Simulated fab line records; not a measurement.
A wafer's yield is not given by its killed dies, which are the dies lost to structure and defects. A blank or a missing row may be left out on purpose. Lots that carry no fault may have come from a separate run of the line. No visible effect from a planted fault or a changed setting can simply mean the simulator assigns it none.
Split-lot trial || flow n5 finfet || route with 1938 steps; 7 lots, 21 wafers read

## THE SPLIT ITSELF
At N5_HKMG_FIN_HK_ALD_01 (deposits HfO2, target thk 1.6 nm, pulse time 3 s, purge time 3 s), the setting ald cycles was moved away from the recipe's 30 on 9 of the 21 wafers read, by -13.3% to +13.3%. This setting was run at the recipe's value on the other wafers.

## FROM THE SPLIT TO THE READING: what the file shows between them, 10 steps
- N5_HKMG_FIN_EXPOSE_46: exposes mask NDIPOLE (also split here: dose mj)
- N5_HKMG_FIN_PEB_47: peb time 60 s (also split here: peb time s)
- N5_HKMG_FIN_DEVELOP_48: develop time 30 s
- N5_HKMG_FIN_CD_MEAS_49: target cd 202 nm
- N5_HKMG_FIN_DESCUM_53: chemistry O2, time 7.9 s
- N5_HKMG_FIN_ETCH_54: etches SiARC in CF4, target depth 45.5 nm, time 75.8 s
- N5_HKMG_FIN_ETCH_55: etches SOC in N2/H2, target depth 240 nm, time 300 s
- N5_HKMG_FIN_STRIP_56: strips in N2/H2
- N5_HKMG_FIN_WET_ETCH_82: etches La2O3 in dHCl, stops on HfO2, target depth 2 nm, rinse time 30 s
- N5_HKMG_FIN_ALD_36: deposits TiN, target thk 1 nm, pulse time 1 s, purge time 3 s

## THE READING
HK_THK, in nm, at N5_HKMG_FIN_THK_MEAS_70 (measures by xrf). On this fab line, fault-free wafers typically give 1.584 nm with a standard deviation of 0.021 nm.

{"wafer": "L074.1", "tool, chamber at the split": "ald hk-03, 3,0,3", "ald cycles as run": 27, "against the recipe": "-10.0%", "HK_THK, nm": 1.410, "against lot-mates on the recipe": "no lot-mate on the recipe"}
{"wafer": "L074.4", "tool, chamber at the split": "ald hk-03, 3,0,3", "ald cycles as run": 27, "against the recipe": "-10.0%", "HK_THK, nm": 1.399, "against lot-mates on the recipe": "no lot-mate on the recipe"}
{"wafer": "L074.5", "tool, chamber at the split": "ald hk-03, 3,0,3", "ald cycles as run": 27, "against the recipe": "-10.0%", "HK_THK, nm": 1.439, "against lot-mates on the recipe": "no lot-mate on the recipe"}
{"wafer": "L080.2", "tool, chamber at the split": "ald hk-02, 2,3", "ald cycles as run": 30, "against the recipe": "recipe", "HK_THK, nm": 1.623, "against lot-mates on the recipe": "-"}
{"wafer": "L080.4", "tool, chamber at the split": "ald hk-02, 2,3", "ald cycles as run": 30, "against the recipe": "recipe", "HK_THK, nm": 1.639, "against lot-mates on the recipe": "-"}
{"wafer": "L080.5", "tool, chamber at the split": "ald hk-02, 2", "ald cycles as run": 26, "against the recipe": "-13.3%", "HK_THK, nm": 1.330, "against lot-mates on the recipe": -0.301}
{"wafer": "L081.2", "tool, chamber at the split": "ald hk-03, 0,3", "ald cycles as run": 34, "against the recipe": "+13.3%", "HK_THK, nm": 1.831, "against lot-mates on the recipe": "+0.207"}
{"wafer": "L081.5", "tool, chamber at the split": "ald hk-03, 0,3", "ald cycles as run": 34, "against the recipe": "+13.3%", "HK_THK, nm": 1.833, "against lot-mates on the recipe": "+0.209"}
{"wafer": "L081.6", "tool, chamber at the split": "ald hk-03, 2", "ald cycles as run": 30, "against the recipe": "recipe", "HK_THK, nm": 1.624, "against lot-mates on the recipe": "-"}
{"wafer": "L085.3", "tool, chamber at the split": "ald hk-02, 2,3", "ald cycles as run": 30, "against the recipe": "recipe", "HK_THK, nm": 1.581, "against lot-mates on the recipe": "-"}
{"wafer": "L085.4", "tool, chamber at the split": "ald hk-02, 2,3", "ald cycles as run": 30, "against the recipe": "recipe", "HK_THK, nm": 1.609, "against lot-mates on the recipe": "-"}
{"wafer": "L085.6", "tool, chamber at the split": "ald hk-02, 2", "ald cycles as run": 28, "against the recipe": "-6.7%", "HK_THK, nm": 1.517, "against lot-mates on the recipe": -0.078}
{"wafer": "L087.1", "tool, chamber at the split": "ald hk-03, 1,2,3", "ald cycles as run": 30, "against the recipe": "recipe", "HK_THK, nm": 1.555, "against lot-mates on the recipe": "-"}
{"wafer": "L087.2", "tool, chamber at the split": "ald hk-03, 1,2,3", "ald cycles as run": 30, "against the recipe": "recipe", "HK_THK, nm": 1.550, "against lot-mates on the recipe": "-"}
{"wafer": "L087.4", "tool, chamber at the split": "ald hk-03, 1,2,3", "ald cycles as run": 30, "against the recipe": "recipe", "HK_THK, nm": 1.592, "against lot-mates on the recipe": "-"}
{"wafer": "L091.1", "tool, chamber at the split": "ald hk-01, 3,1,1", "ald cycles as run": 30, "against the recipe": "recipe", "HK_THK, nm": 1.567, "against lot-mates on the recipe": "-"}
{"wafer": "L091.2", "tool, chamber at the split": "ald hk-01, 3,1,1", "ald cycles as run": 30, "against the recipe": "recipe", "HK_THK, nm": 1.571, "against lot-mates on the recipe": "-"}
{"wafer": "L091.6", "tool, chamber at the split": "ald hk-01, 3,1,1", "ald cycles as run": 30, "against the recipe": "recipe", "HK_THK, nm": 1.567, "against lot-mates on the recipe": "-"}
{"wafer": "L095.2", "tool, chamber at the split": "ald hk-02, 0,3", "ald cycles as run": 32, "against the recipe": "+6.7%", "HK_THK, nm": 1.682, "against lot-mates on the recipe": "+0.100"}
{"wafer": "L095.3", "tool, chamber at the split": "ald hk-02, 1", "ald cycles as run": 30, "against the recipe": "recipe", "HK_THK, nm": 1.582, "against lot-mates on the recipe": "-"}
{"wafer": "L095.6", "tool, chamber at the split": "ald hk-02, 0,3", "ald cycles as run": 32, "against the recipe": "+6.7%", "HK_THK, nm": 1.720, "against lot-mates on the recipe": "+0.138"}
Rows listing several chambers each stand for several wafers; the file does not say which wafer went through which chamber.

THE FIT
A straight line over all 21 wafers: HK_THK changes by +0.0177 nm for each +1% of ald cycles; r = +0.98; the points scatter about the line by 0.027 nm.
The same after taking each lot's own level away (the mean of its wafers on the recipe; 18 wafers): +0.0176 nm for each +1%; r = +0.98; scatter 0.024 nm.
That fit puts the effect of the largest move of ald cycles on the reading at 0.24 nm.
The span of the lots' own levels, 1.5657 to 1.6310 nm, comes to 3.1 times the standard deviation stated above.
The two slopes are in agreement: the lot-to-lot level therefore moves the slope only a little.
Check: -0.202 nm against its lot-mates is what the line predicts for one of the wafers moved furthest among these (-13.3%) when that wafer is left out of the fit. Against them it came out at -0.301 nm.

## THE OTHER SPLITS THESE WAFERS WENT THROUGH
Before the reading, these wafers also passed through other splits. Each is held against what the fit with the lots' levels taken away leaves over:
{"other split on the same wafers": "N5_SD_EPI_P_EXPOSE_06 dose mj", "wafers away from the commonest value": 6, "r with HK_THK (lot level and that fit taken away)": "+0.02"}
{"other split on the same wafers": "N5_HKMG_FIN_EXPOSE_46 dose mj", "wafers away from the commonest value": 7, "r with HK_THK (lot level and that fit taken away)": -0.07}
{"other split on the same wafers": "N5_HKMG_FIN_PEB_47 peb time s", "wafers away from the commonest value": 9, "r with HK_THK (lot level and that fit taken away)": "+0.31"}

## THE FILE'S OWN FIT
HK_THK changes by +0.0182 nm for each +1% of ald cycles, r = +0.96.
